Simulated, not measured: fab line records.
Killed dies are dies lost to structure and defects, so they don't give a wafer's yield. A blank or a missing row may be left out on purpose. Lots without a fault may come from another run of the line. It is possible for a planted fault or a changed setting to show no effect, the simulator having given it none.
The tool behind it: which one? || flow nandHarc || 24 lots with 72 wafers sampled at 4 steps, on a route of 1159 steps

== WHAT THE GAUGES READ, wafer by wafer ==
NHARC_A_CONTACT_CD_MEAS_69: the cd target is 200 nm. Usual: cdNm at 200.0 nm, with a standard deviation of 0.42.
{"lot": "L074", "measured": "day 16 07:02", "on": "cdSem-03", "cdNm (nm)": "200.6 199.6 199.6", "flag": ""}
{"lot": "L077", "measured": "day 16 22:02", "on": "cdSem-03", "cdNm (nm)": "200.7 200.0 200.7", "flag": ""}
{"lot": "L076", "measured": "day 16 22:17", "on": "cdSem-01", "cdNm (nm)": "199.9 200.0 199.8", "flag": ""}
{"lot": "L079", "measured": "day 17 04:21", "on": "cdSem-03", "cdNm (nm)": "199.5 200.3 200.5", "flag": ""}
{"lot": "L075", "measured": "day 17 05:13", "on": "cdSem-01", "cdNm (nm)": "200.0 199.4 199.9", "flag": ""}
{"lot": "L078", "measured": "day 17 09:05", "on": "cdSem-02", "cdNm (nm)": "199.7 199.5 199.4", "flag": ""}
{"lot": "L080", "measured": "day 18 13:55", "on": "cdSem-01", "cdNm (nm)": "199.6 199.8 199.7", "flag": ""}
{"lot": "L081", "measured": "day 18 15:29", "on": "cdSem-03", "cdNm (nm)": "199.7 199.9 199.9", "flag": ""}
{"lot": "L083", "measured": "day 18 22:04", "on": "cdSem-02", "cdNm (nm)": "199.6 199.5 199.9", "flag": ""}
{"lot": "L082", "measured": "day 19 00:53", "on": "cdSem-03", "cdNm (nm)": "200.0 200.0 199.7", "flag": ""}
{"lot": "L084", "measured": "day 19 04:32", "on": "cdSem-02", "cdNm (nm)": "199.9 199.2 199.2", "flag": ""}
{"lot": "L085", "measured": "day 19 06:20", "on": "cdSem-01", "cdNm (nm)": "200.3 199.7 199.9", "flag": ""}
{"lot": "L087", "measured": "day 19 23:23", "on": "cdSem-01", "cdNm (nm)": "200.4 200.3 200.1", "flag": ""}
{"lot": "L086", "measured": "day 20 00:05", "on": "cdSem-02", "cdNm (nm)": "200.4 199.5 199.9", "flag": ""}
{"lot": "L092", "measured": "day 20 11:40", "on": "cdSem-02", "cdNm (nm)": "200.4 200.5 200.4", "flag": ""}
{"lot": "L091", "measured": "day 20 14:11", "on": "cdSem-02", "cdNm (nm)": "199.6 199.3 199.9", "flag": ""}
{"lot": "L089", "measured": "day 20 20:10", "on": "cdSem-02", "cdNm (nm)": "199.8 200.0 200.2", "flag": ""}
{"lot": "L088", "measured": "day 21 01:23", "on": "cdSem-01", "cdNm (nm)": "200.1 199.5 199.8", "flag": ""}
{"lot": "L093", "measured": "day 21 03:29", "on": "cdSem-01", "cdNm (nm)": "200.4 200.6 200.1", "flag": ""}
{"lot": "L090", "measured": "day 21 07:43", "on": "cdSem-02", "cdNm (nm)": "200.9 200.0 200.2", "flag": ""}
{"lot": "L094", "measured": "day 21 18:38", "on": "cdSem-02", "cdNm (nm)": "199.8 199.9 200.5", "flag": ""}
{"lot": "L095", "measured": "day 21 21:27", "on": "cdSem-01", "cdNm (nm)": "200.3 200.1 200.0", "flag": ""}
{"lot": "L096", "measured": "day 22 07:28", "on": "cdSem-01", "cdNm (nm)": "200.6 200.8 200.3", "flag": ""}
{"lot": "L097", "measured": "day 22 14:40", "on": "cdSem-02", "cdNm (nm)": "200.0 199.8 200.0", "flag": ""}

NHARC_A_CONTACT_OVL_MEAS_09. Usual: overlayXNm 0.2 nm, standard deviation 0.76; overlayYNm 0.3 nm, standard deviation 0.94.
{"lot": "L074", "measured": "day 16 17:12", "on": "overlay-01", "overlayXNm (nm)": "-0.8 -1.1 -1.5", "overlayYNm (nm)": "1.4 1.0 1.5", "flag": ""}
{"lot": "L077", "measured": "day 17 05:28", "on": "overlay-01", "overlayXNm (nm)": "1.3 1.4 0.6", "overlayYNm (nm)": "1.1 0.4 0.8", "flag": ""}
{"lot": "L076", "measured": "day 17 06:50", "on": "overlay-01", "overlayXNm (nm)": "-0.5 0.7 0.2", "overlayYNm (nm)": "-0.5 0.0 -0.3", "flag": ""}
{"lot": "L079", "measured": "day 17 11:03", "on": "overlay-02", "overlayXNm (nm)": "-0.5 0.3 0.1", "overlayYNm (nm)": "0.7 0.9 0.8", "flag": ""}
{"lot": "L075", "measured": "day 17 12:13", "on": "overlay-02", "overlayXNm (nm)": "-0.7 -0.8 -1.1", "overlayYNm (nm)": "2.3 1.3 2.0", "flag": ""}
{"lot": "L078", "measured": "day 17 16:34", "on": "overlay-01", "overlayXNm (nm)": "1.6 1.0 1.9", "overlayYNm (nm)": "-0.5 -1.0 -0.8", "flag": ""}
{"lot": "L080", "measured": "day 18 20:26", "on": "overlay-01", "overlayXNm (nm)": "-0.8 -0.7 -0.5", "overlayYNm (nm)": "0.3 0.6 0.3", "flag": ""}
{"lot": "L081", "measured": "day 18 23:05", "on": "overlay-01", "overlayXNm (nm)": "0.2 -0.2 -0.8", "overlayYNm (nm)": "0.4 1.2 0.8", "flag": ""}
{"lot": "L083", "measured": "day 19 05:53", "on": "overlay-01", "overlayXNm (nm)": "0.4 -0.6 0.7", "overlayYNm (nm)": "1.2 1.5 1.3", "flag": ""}
{"lot": "L082", "measured": "day 19 07:38", "on": "overlay-02", "overlayXNm (nm)": "-0.6 -0.3 -0.6", "overlayYNm (nm)": "-1.0 -0.6 -1.0", "flag": ""}
{"lot": "L084", "measured": "day 19 11:13", "on": "overlay-01", "overlayXNm (nm)": "1.0 1.4 0.7", "overlayYNm (nm)": "0.9 0.8 0.3", "flag": ""}
{"lot": "L085", "measured": "day 19 13:39", "on": "overlay-02", "overlayXNm (nm)": "-0.1 -0.4 -0.5", "overlayYNm (nm)": "-0.3 -0.6 -0.6", "flag": ""}
{"lot": "L087", "measured": "day 20 06:02", "on": "overlay-02", "overlayXNm (nm)": "0.3 -0.2 0.1", "overlayYNm (nm)": "-0.1 -0.1 -0.3", "flag": ""}
{"lot": "L086", "measured": "day 20 07:11", "on": "overlay-01", "overlayXNm (nm)": "0.1 0.1 0.2", "overlayYNm (nm)": "0.3 0.9 0.6", "flag": ""}
{"lot": "L092", "measured": "day 20 19:35", "on": "overlay-02", "overlayXNm (nm)": "1.0 0.1 1.1", "overlayYNm (nm)": "1.7 1.3 1.4", "flag": ""}
{"lot": "L091", "measured": "day 20 21:36", "on": "overlay-01", "overlayXNm (nm)": "0.9 0.3 1.0", "overlayYNm (nm)": "0.5 0.4 0.7", "flag": ""}
{"lot": "L089", "measured": "day 21 04:40", "on": "overlay-02", "overlayXNm (nm)": "1.9 1.5 1.2", "overlayYNm (nm)": "1.3 0.9 1.3", "flag": ""}
{"lot": "L088", "measured": "day 21 10:37", "on": "overlay-01", "overlayXNm (nm)": "0.5 0.4 0.8", "overlayYNm (nm)": "-1.3 -0.9 -0.9", "flag": ""}
{"lot": "L093", "measured": "day 21 11:51", "on": "overlay-01", "overlayXNm (nm)": "0.3 0.4 -0.1", "overlayYNm (nm)": "-2.6 -2.5 -2.2", "flag": ""}
{"lot": "L090", "measured": "day 21 15:07", "on": "overlay-01", "overlayXNm (nm)": "0.7 0.8 0.9", "overlayYNm (nm)": "-0.1 -0.3 0.5", "flag": ""}
{"lot": "L094", "measured": "day 22 01:44", "on": "overlay-02", "overlayXNm (nm)": "-1.0 -0.6 -0.4", "overlayYNm (nm)": "-0.2 0.2 0.1", "flag": ""}
{"lot": "L095", "measured": "day 22 04:04", "on": "overlay-01", "overlayXNm (nm)": "0.7 0.7 1.1", "overlayYNm (nm)": "0.3 0.3 0.3", "flag": ""}
{"lot": "L096", "measured": "day 22 18:14", "on": "overlay-02", "overlayXNm (nm)": "-0.3 0.6 0.1", "overlayYNm (nm)": "-0.2 -0.3 -0.2", "flag": ""}
{"lot": "L097", "measured": "day 22 23:29", "on": "overlay-02", "overlayXNm (nm)": "-0.5 -0.3 -0.8", "overlayYNm (nm)": "-0.3 -0.4 -0.4", "flag": ""}

== WHICH TOOL RAN EACH LOT (tool, then ch and the chambers of the sampled wafers, then the start) ==
{"lot": "L074", "NHARC_A_CONTACT_ETCH_127": "harCapEtch-01 ch 0,1, day 16 08:55", "NHARC_A_CONTACT_DEP_84": "aclDep-03 ch 0, day 16 15:43"}
{"lot": "L077", "NHARC_A_CONTACT_ETCH_127": "harCapEtch-03 ch 0,1, day 16 23:50", "NHARC_A_CONTACT_DEP_84": "aclDep-01 ch 0, day 17 02:57"}
{"lot": "L076", "NHARC_A_CONTACT_ETCH_127": "harCapEtch-01 ch 0,1, day 17 00:35", "NHARC_A_CONTACT_DEP_84": "aclDep-03 ch 0, day 17 04:46"}
{"lot": "L079", "NHARC_A_CONTACT_ETCH_127": "harCapEtch-01 ch 0,1, day 17 06:22", "NHARC_A_CONTACT_DEP_84": "aclDep-01 ch 0, day 17 09:10"}
{"lot": "L075", "NHARC_A_CONTACT_ETCH_127": "harCapEtch-02 ch 0,1, day 17 07:23", "NHARC_A_CONTACT_DEP_84": "aclDep-01 ch 0, day 17 10:53"}
{"lot": "L078", "NHARC_A_CONTACT_ETCH_127": "harCapEtch-03 ch 0,1, day 17 11:02", "NHARC_A_CONTACT_DEP_84": "aclDep-01 ch 0, day 17 14:37"}
{"lot": "L080", "NHARC_A_CONTACT_ETCH_127": "harCapEtch-03 ch 0,1, day 18 15:49", "NHARC_A_CONTACT_DEP_84": "aclDep-02 ch 0, day 18 18:45"}
{"lot": "L081", "NHARC_A_CONTACT_ETCH_127": "harCapEtch-01 ch 0,1, day 18 17:32", "NHARC_A_CONTACT_DEP_84": "aclDep-01 ch 0, day 18 21:21"}
{"lot": "L083", "NHARC_A_CONTACT_ETCH_127": "harCapEtch-03 ch 0,1, day 19 00:04", "NHARC_A_CONTACT_DEP_84": "aclDep-02 ch 0, day 19 03:48"}
{"lot": "L082", "NHARC_A_CONTACT_ETCH_127": "harCapEtch-03 ch 1, day 19 02:40", "NHARC_A_CONTACT_DEP_84": "aclDep-03 ch 0, day 19 05:42"}
{"lot": "L084", "NHARC_A_CONTACT_ETCH_127": "harCapEtch-01 ch 0,1, day 19 06:28", "NHARC_A_CONTACT_DEP_84": "aclDep-01 ch 0, day 19 09:08"}
{"lot": "L085", "NHARC_A_CONTACT_ETCH_127": "harCapEtch-03 ch 1, day 19 08:29", "NHARC_A_CONTACT_DEP_84": "aclDep-01 ch 0, day 19 11:40"}
{"lot": "L087", "NHARC_A_CONTACT_ETCH_127": "harCapEtch-01 ch 0,1, day 20 01:23", "NHARC_A_CONTACT_DEP_84": "aclDep-01 ch 0, day 20 04:01"}
{"lot": "L086", "NHARC_A_CONTACT_ETCH_127": "harCapEtch-03 ch 0,1, day 20 02:29", "NHARC_A_CONTACT_DEP_84": "aclDep-02 ch 0, day 20 05:07"}
{"lot": "L092", "NHARC_A_CONTACT_ETCH_127": "harCapEtch-03 ch 0,1, day 20 13:28", "NHARC_A_CONTACT_DEP_84": "aclDep-01 ch 0, day 20 17:41"}
{"lot": "L091", "NHARC_A_CONTACT_ETCH_127": "harCapEtch-02 ch 0,1, day 20 16:33", "NHARC_A_CONTACT_DEP_84": "aclDep-02 ch 0, day 20 19:58"}
{"lot": "L089", "NHARC_A_CONTACT_ETCH_127": "harCapEtch-03 ch 0,1, day 20 22:14", "NHARC_A_CONTACT_DEP_84": "aclDep-03 ch 0, day 21 02:34"}
{"lot": "L088", "NHARC_A_CONTACT_ETCH_127": "harCapEtch-03 ch 1, day 21 04:37", "NHARC_A_CONTACT_DEP_84": "aclDep-03 ch 0, day 21 08:41"}
{"lot": "L093", "NHARC_A_CONTACT_ETCH_127": "harCapEtch-01 ch 0,1, day 21 05:16", "NHARC_A_CONTACT_DEP_84": "aclDep-03 ch 0, day 21 09:55"}
{"lot": "L090", "NHARC_A_CONTACT_ETCH_127": "harCapEtch-03 ch 0,1, day 21 09:36", "NHARC_A_CONTACT_DEP_84": "aclDep-01 ch 0, day 21 13:03"}
{"lot": "L094", "NHARC_A_CONTACT_ETCH_127": "harCapEtch-02 ch 0,1, day 21 20:49", "NHARC_A_CONTACT_DEP_84": "aclDep-01 ch 0, day 21 23:44"}
{"lot": "L095", "NHARC_A_CONTACT_ETCH_127": "harCapEtch-01 ch 0,1, day 21 23:22", "NHARC_A_CONTACT_DEP_84": "aclDep-01 ch 0, day 22 02:03"}
{"lot": "L096", "NHARC_A_CONTACT_ETCH_127": "harCapEtch-02 ch 0,1, day 22 09:24", "NHARC_A_CONTACT_DEP_84": "aclDep-01 ch 0, day 22 16:11"}
{"lot": "L097", "NHARC_A_CONTACT_ETCH_127": "harCapEtch-02 ch 0, day 22 16:30", "NHARC_A_CONTACT_DEP_84": "aclDep-01 ch 0, day 22 21:34"}
- NHARC_A_CONTACT_ETCH_127: etches the open film in C4F8/O2/Ar, time 155 s, target depth 956 nm.
- NHARC_A_CONTACT_DEP_84: deposits aC, target thk 2000 nm.

== WHAT THE TOOLS THEMSELVES READ (means of the sampled wafers that have a number; where no wafer has one, the mark that the record gives instead) ==
NHARC_A_CONTACT_DEP_84. Usual: throttleValvePct at 35.001 %, with a standard deviation of 0.0086.
{"lot": "L074", "tool": "aclDep-03", "throttleValvePct (%)": 34.996, "flag": ""}
{"lot": "L077", "tool": "aclDep-01", "throttleValvePct (%)": 34.999, "flag": ""}
{"lot": "L076", "tool": "aclDep-03", "throttleValvePct (%)": 34.994, "flag": ""}
{"lot": "L079", "tool": "aclDep-01", "throttleValvePct (%)": 35.007, "flag": ""}
{"lot": "L075", "tool": "aclDep-01", "throttleValvePct (%)": 34.999, "flag": ""}
{"lot": "L078", "tool": "aclDep-01", "throttleValvePct (%)": 34.999, "flag": ""}
{"lot": "L080", "tool": "aclDep-02", "throttleValvePct (%)": 34.997, "flag": ""}
{"lot": "L081", "tool": "aclDep-01", "throttleValvePct (%)": 34.999, "flag": ""}
{"lot": "L083", "tool": "aclDep-02", "throttleValvePct (%)": 35.003, "flag": ""}
{"lot": "L082", "tool": "aclDep-03", "throttleValvePct (%)": 34.997, "flag": ""}
{"lot": "L084", "tool": "aclDep-01", "throttleValvePct (%)": 35.002, "flag": ""}
{"lot": "L085", "tool": "aclDep-01", "throttleValvePct (%)": 35.001, "flag": ""}
{"lot": "L087", "tool": "aclDep-01", "throttleValvePct (%)": 35.000, "flag": ""}
{"lot": "L086", "tool": "aclDep-02", "throttleValvePct (%)": 35.005, "flag": ""}
{"lot": "L092", "tool": "aclDep-01", "throttleValvePct (%)": 34.999, "flag": ""}
{"lot": "L091", "tool": "aclDep-02", "throttleValvePct (%)": 35.005, "flag": ""}
{"lot": "L089", "tool": "aclDep-03", "throttleValvePct (%)": 34.998, "flag": ""}
{"lot": "L088", "tool": "aclDep-03", "throttleValvePct (%)": 34.999, "flag": ""}
{"lot": "L093", "tool": "aclDep-03", "throttleValvePct (%)": 35.000, "flag": ""}
{"lot": "L090", "tool": "aclDep-01", "throttleValvePct (%)": 35.007, "flag": ""}
{"lot": "L094", "tool": "aclDep-01", "throttleValvePct (%)": 35.000, "flag": ""}
{"lot": "L095", "tool": "aclDep-01", "throttleValvePct (%)": 35.005, "flag": ""}
{"lot": "L096", "tool": "aclDep-01", "throttleValvePct (%)": 35.003, "flag": ""}
{"lot": "L097", "tool": "aclDep-01", "throttleValvePct (%)": 35.004, "flag": ""}

== THE ANSWER, worked out from the rows above alone ==
Rule: take the mean of a lot's wafers that have a number; if it is more than 3 standard deviations from the usual mean, the lot is off. A lot without any number at a reading at which 4 lots or more have one is off too. The other lots that the step has rows for count as sound. After the gauges, taken in route order, come the tools' own readings; for these a lot's mean is taken, as printed above. At the first step where some lot is off, the reading lying furthest off is the one used; lots without a number count as furthest.
No lot is off on any of the readings shown, so nothing can be concluded from this.

== WHAT THE SIMULATOR HAD INSERTED ==
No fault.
